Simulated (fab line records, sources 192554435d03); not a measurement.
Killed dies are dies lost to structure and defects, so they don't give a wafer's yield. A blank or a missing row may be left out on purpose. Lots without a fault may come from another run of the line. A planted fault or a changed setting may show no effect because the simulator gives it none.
Chamber matching | flow n5_finfet | N5_FIN_CUT_ETCH_21 on rie_diel-04: 4 sister chambers
The step etches SOC in N2/H2, target depth 219 nm, overetch 43.8 nm, time 523.5 s. 18 wafers are shown with their chamber, then 9 later ones without.

WAFERS WITH THEIR CHAMBER
wafer  | chamber | showerhead_plenum_p_Torr (Torr) | drypump_motor_current_A (A) | oes_product_au (a.u.)
L077.4 | 1       | 2.43                            | 6.3                         | 0.67
L077.5 | 1       | 2.43                            | 6.3                         | 0.66
L077.6 | 0       | 2.52                            | 5.8                         | 0.63
L078.2 | 0       | 2.52                            | 5.8                         | 0.63
L078.3 | 3       | 2.52                            | 5.7                         | 0.65
L078.6 | 3       | 2.52                            | 5.7                         | 0.64
L079.1 | 2       | 2.68                            | 5.3                         | 0.71
L079.4 | 0       | 2.51                            | 5.8                         | 0.63
L079.6 | 3       | 2.52                            | 5.6                         | 0.64
L081.1 | 2       | 2.68                            | 5.2                         | 0.71
L081.2 | 3       | 2.52                            | 5.7                         | 0.64
L081.6 | 2       | 2.68                            | 5.3                         | 0.71
L084.1 | 3       | 2.52                            | 5.6                         | 0.64
L084.3 | 2       | 2.67                            | 5.3                         | 0.71
L084.4 | 1       | 2.42                            | 6.2                         | 0.65
L085.1 | 3       | 2.52                            | 5.7                         | 0.63
L085.4 | 1       | 2.42                            | 6.3                         | 0.65
L085.6 | 2       | 2.67                            | 5.3                         | 0.70

SIGNATURES (means of the wafers above)
reading                  | chamber 0 | chamber 1 | chamber 2 | chamber 3 | scatter within a chamber
showerhead_plenum_p_Torr | 2.5167    | 2.4250    | 2.6760    | 2.5200    | 0.00453
drypump_motor_current_A  | 5.800     | 6.275     | 5.280     | 5.667     | 0.0454
oes_product_au           | 0.6300    | 0.6575    | 0.7080    | 0.6400    | 0.0063
Rule: a wafer's distance from a chamber is the root of the sum, over the readings, of the square of ((its reading less the chamber's mean) divided by the reading's scatter). The wafer belongs to the nearest chamber; if the next one is less than 2 further off, it can't be placed. The scatter: the root of (the sum of the squares of (reading less its chamber's mean) over the shown wafers, divided by (wafers less chambers)).

WAFERS WITHOUT THEIR CHAMBER
wafer  | showerhead_plenum_p_Torr (Torr) | drypump_motor_current_A (A) | oes_product_au (a.u.)
L093.2 | 2.42                            | 6.3                         | 0.65
L093.4 | 2.51                            | 5.6                         | 0.63
L093.6 | 2.67                            | 5.3                         | 0.69
L095.2 | 2.41                            | 6.3                         | 0.64
L095.5 | 2.67                            | 5.2                         | 0.69
L095.6 | 2.51                            | 5.8                         | 0.88
L097.1 | 2.51                            | 5.6                         | 0.63
L097.5 | 2.67                            | 5.2                         | 0.69
L097.6 | 2.51                            | 5.7                         | 0.63

WHICH CHAMBER EACH WENT THROUGH
wafer  | from the rows above     | in truth
L093.2 | 1                       | 1
L093.4 | can't be placed: 3 or 0 | 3
L093.6 | 2                       | 2
L095.2 | 1                       | 1
L095.5 | 2                       | 2
L095.6 | can't be placed: 3 or 0 | 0
L097.1 | can't be placed: 3 or 0 | 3
L097.5 | 2                       | 2
L097.6 | can't be placed: 0 or 3 | 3
Placed correctly: 5 of 9. Can't be placed from these rows: 4 (the true chamber is among the candidates in 4). Placed wrongly: 0.
